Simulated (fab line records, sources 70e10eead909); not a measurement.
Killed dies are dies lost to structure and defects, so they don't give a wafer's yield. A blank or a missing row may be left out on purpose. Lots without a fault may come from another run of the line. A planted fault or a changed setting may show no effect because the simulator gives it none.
Which tool did it? | flow nand_harc | 12 lots, 36 wafers sampled, at 5 steps of a route of 1302

WHAT THE GAUGES READ, wafer by wafer
NHARC_THIN_TSV_CD_MEAS_33: target cd 5000 nm. Usual: cd_nm 4999.9 nm, standard deviation 2.7.
lot  | measured     | on        | cd_nm (nm)           | flag
L983 | day 24 02:44 | cd_sem-02 | 5002.8 5003.8 5002.7 |
L984 | day 24 23:11 | cd_sem-03 | 4999.8 4998.6 4997.3 |
L985 | day 24 18:28 | cd_sem-01 | 5001.8 4998.9 4999.9 |
L986 | day 25 00:58 | cd_sem-01 | 4998.7 4997.7 4996.6 |
L987 | day 25 00:25 | cd_sem-02 | 4999.9 5001.7 5000.1 |
L989 | day 27 06:14 | cd_sem-03 | 4995.0 4997.6 4996.5 |
L996 | day 29 01:56 | cd_sem-02 | 5002.2               |
L999 | day 30 09:43 | cd_sem-03 | 4998.7 5002.0 5003.2 |
L104 | day 32 08:30 | cd_sem-01 | 5003.9 5003.4 5003.8 |
L103 | day 32 09:38 | cd_sem-01 | 5001.0 5003.8 5002.3 |
L106 | day 32 18:19 | cd_sem-03 | 5001.3 4997.6 4999.7 |
L105 | day 32 19:32 | cd_sem-01 | 5000.3 5000.0 4999.6 |

NHARC_END_SORT_01. Usual: killed_at_array 56, standard deviation 19; killed_at_other 0.6, standard deviation 1; killed_at_periphery 3.9, standard deviation 2.7; killed_dies 61, standard deviation 19; killed_open 3.3, standard deviation 1.9; killed_short 2.4, standard deviation 1.7.
lot  | measured     | on        | killed_at_array | killed_at_other | killed_at_periphery | killed_dies | killed_open | killed_short | flag
L996 | day 29 11:12 | prober-02 | 528 71 541      | 0 0 0           | 6 0 6               | 534 71 547  | 3 4 4       | 1 3 3        | OFF

WHICH TOOL RAN EACH LOT (tool, then ch and the chambers of the sampled wafers, then the start)
lot  | NHARC_A_WL_FILL_CVD_03        | NHARC_THIN_TSV_DESCUM_14           | NHARC_THIN_TSV_ANNEAL_52
L983 | cvd_w-01 ch 0,1, day 20 11:58 | rie_diel-11 ch 0,1,3, day 23 20:58 | rtp_anneal-01 ch 0, day 24 00:47
L984 | cvd_w-02 ch 0,1, day 21 04:01 | rie_diel-03 ch 0,1,3, day 24 17:04 | rtp_anneal-02 ch 0, day 24 21:22
L985 | cvd_w-01 ch 0,1, day 21 04:08 | rie_diel-11 ch 0,3, day 24 12:43   | rtp_anneal-02 ch 0, day 24 16:31
L986 | cvd_w-02 ch 0,1, day 21 08:07 | rie_diel-11 ch 2,3, day 24 19:20   | rtp_anneal-01 ch 0, day 24 23:12
L987 | cvd_w-02 ch 0,1, day 21 14:13 | rie_diel-11 ch 0,3, day 24 18:05   | rtp_anneal-02 ch 0, day 24 22:28
L989 | cvd_w-01 ch 0,1, day 23 07:24 | rie_diel-03 ch 0,1,2, day 27 00:32 | rtp_anneal-02 ch 0, day 27 04:18
L996 | cvd_w-01 ch 0,1, day 25 12:14 | rie_diel-13 ch 2, day 28 20:13     | rtp_anneal-02 ch 0, day 29 00:02
L999 | cvd_w-02 ch 0,1, day 26 21:07 | rie_diel-11 ch 0,2, day 30 03:59   | rtp_anneal-01 ch 0, day 30 07:49
L104 | cvd_w-02 ch 0,1, day 28 14:59 | rie_diel-13 ch 2,3, day 32 02:44   | rtp_anneal-01 ch 0, day 32 06:32
L103 | cvd_w-01 ch 0,1, day 28 15:08 | rie_diel-11 ch 0,1,3, day 32 03:50 | rtp_anneal-01 ch 0, day 32 07:41
L106 | cvd_w-01 ch 0,1, day 29 00:20 | rie_diel-11 ch 0,1,3, day 32 12:33 | rtp_anneal-02 ch 0, day 32 16:22
L105 | cvd_w-02 ch 1, day 29 04:56   | rie_diel-13 ch 1,3, day 32 13:54   | rtp_anneal-01 ch 0, day 32 17:42
- NHARC_A_WL_FILL_CVD_03: deposits W, target thk 40 nm, time 279 s.
- NHARC_THIN_TSV_DESCUM_14: chemistry O2, time 3 s.
- NHARC_THIN_TSV_ANNEAL_52: time 90 s.

WHAT THE TOOLS THEMSELVES READ (means of the sampled wafers that have a number; where no wafer has one, the mark that the record gives instead)
NHARC_A_WL_FILL_CVD_03. Usual: heater_power_w 464 W, standard deviation 92; throttle_valve_pct 8.0 %, standard deviation 0.31.
lot  | tool     | heater_power_w (W) | throttle_valve_pct (%) | flag
L983 | cvd_w-01 | 402                | 8.2                    |
L984 | cvd_w-02 | 564                | 7.7                    |
L985 | cvd_w-01 | 396                | 8.1                    |
L986 | cvd_w-02 | 556                | 8.0                    |
L987 | cvd_w-02 | 566                | 7.7                    |
L989 | cvd_w-01 | 379                | 8.5                    |
L996 | cvd_w-01 | 376                | 8.0                    |
L999 | cvd_w-02 | 565                | 8.1                    |
L104 | cvd_w-02 | 546                | 7.6                    |
L103 | cvd_w-01 | 369                | 8.1                    |
L106 | cvd_w-01 | 371                | 8.1                    |
L105 | cvd_w-02 | 526                | 7.6                    |

NHARC_THIN_TSV_DESCUM_14. Usual: chamber_pressure_mTorr 60.00 mTorr, standard deviation 0.051; drypump_motor_current_A 5.9 A, standard deviation 0.36; oes_product_au 1.002 a.u., standard deviation 0.014; rf_vpp_V 57.9 V, standard deviation 0.77; showerhead_plenum_p_Torr 1.93 Torr, standard deviation 0.072; throttle_valve_pct 11.311 %, standard deviation 0.0093.
lot  | tool        | chamber_pressure_mTorr (mTorr) | drypump_motor_current_A (A) | oes_product_au (a.u.) | rf_vpp_V (V) | showerhead_plenum_p_Torr (Torr) | throttle_valve_pct (%) | flag
L983 | rie_diel-11 | 60.00                          | 6.1                         | 0.994                 | 57.5         | 1.96                            | 11.307                 |
L984 | rie_diel-03 | 59.95                          | 5.6                         | 0.992                 | 57.5         | 1.94                            | 11.301                 |
L985 | rie_diel-11 | 59.98                          | 6.1                         | 0.990                 | 58.4         | 1.96                            | 11.311                 |
L986 | rie_diel-11 | 60.02                          | 6.1                         | 0.999                 | 57.6         | 1.98                            | 11.302                 |
L987 | rie_diel-11 | 59.99                          | 5.9                         | 0.991                 | 57.6         | 1.92                            | 11.313                 |
L989 | rie_diel-03 | 60.05                          | 5.9                         | 1.001                 | 57.6         | 1.96                            | 11.310                 |
L996 | rie_diel-13 | 60.05                          | 5.7                         | 1.018                 | 57.0         | 1.99                            | 11.297                 |
L999 | rie_diel-11 | 60.01                          | 5.8                         | 0.995                 | 57.7         | 1.89                            | 11.321                 |
L104 | rie_diel-13 | 60.01                          | 5.6                         | 1.006                 | 57.1         | 1.85                            | 11.306                 |
L103 | rie_diel-11 | 60.01                          | 6.1                         | 1.013                 | 57.7         | 1.96                            | 11.309                 |
L106 | rie_diel-11 | 59.97                          | 6.2                         | 1.014                 | 58.0         | 1.96                            | 11.304                 |
L105 | rie_diel-13 | 60.04                          | 5.8                         | 1.012                 | 57.5         | 1.88                            | 11.298                 |

NHARC_THIN_TSV_ANNEAL_52. Usual: anneal_temp_c 224.98 C, standard deviation 0.18; wafer_temp_C_max 226.0, standard deviation 0.37.
lot  | tool          | anneal_temp_c (C) | wafer_temp_C_max | flag
L983 | rtp_anneal-01 | 225.17            | 226.0            |
L984 | rtp_anneal-02 | 225.06            | 225.5            |
L985 | rtp_anneal-02 | 224.83            | 225.5            |
L986 | rtp_anneal-01 | 225.20            | 226.2            |
L987 | rtp_anneal-02 | 225.00            | 225.9            |
L989 | rtp_anneal-02 | 225.08            | 225.3            |
L996 | rtp_anneal-02 | 225.09            | 225.9            |
L999 | rtp_anneal-01 | 225.09            | 226.5            |
L104 | rtp_anneal-01 | 224.93            | 226.5            |
L103 | rtp_anneal-01 | 225.10            | 226.3            |
L106 | rtp_anneal-02 | 225.06            | 225.6            |
L105 | rtp_anneal-01 | 224.94            | 226.4            |

THE ANSWER, worked out from the rows above alone
Rule: a lot is off if the mean of its wafers that have a number lies more than 3 standard deviations from the usual mean. A lot without any number at a reading at which 4 lots or more have one is off too. The other lots that the step has rows for count as sound. The gauges are gone through in route order, then the tools' own readings, and for those a lot's mean is taken as printed above. The first step at which some lot is off is used, and at that step the reading that is off furthest; a lot without a number counts as furthest.
Off: L996, at NHARC_END_SORT_01 (killed_at_array). Neither off nor sound, because the step has no rows for them: L983, L984, L985, L986, L987, L989, L999, L104, L103, L106, L105.
A tool fits if, at a process step before that reading, it ran every lot that is off, and no sound lot after the first of them. The gauges at NHARC_END_SORT_01 are tried like those tools. Can't be told from this: 4 tools fit, cvd_w-01 at NHARC_A_WL_FILL_CVD_03, rie_diel-13 at NHARC_THIN_TSV_DESCUM_14, rtp_anneal-02 at NHARC_THIN_TSV_ANNEAL_52, prober-02 at NHARC_END_SORT_01.

WHAT THE SIMULATOR HAD PUT IN
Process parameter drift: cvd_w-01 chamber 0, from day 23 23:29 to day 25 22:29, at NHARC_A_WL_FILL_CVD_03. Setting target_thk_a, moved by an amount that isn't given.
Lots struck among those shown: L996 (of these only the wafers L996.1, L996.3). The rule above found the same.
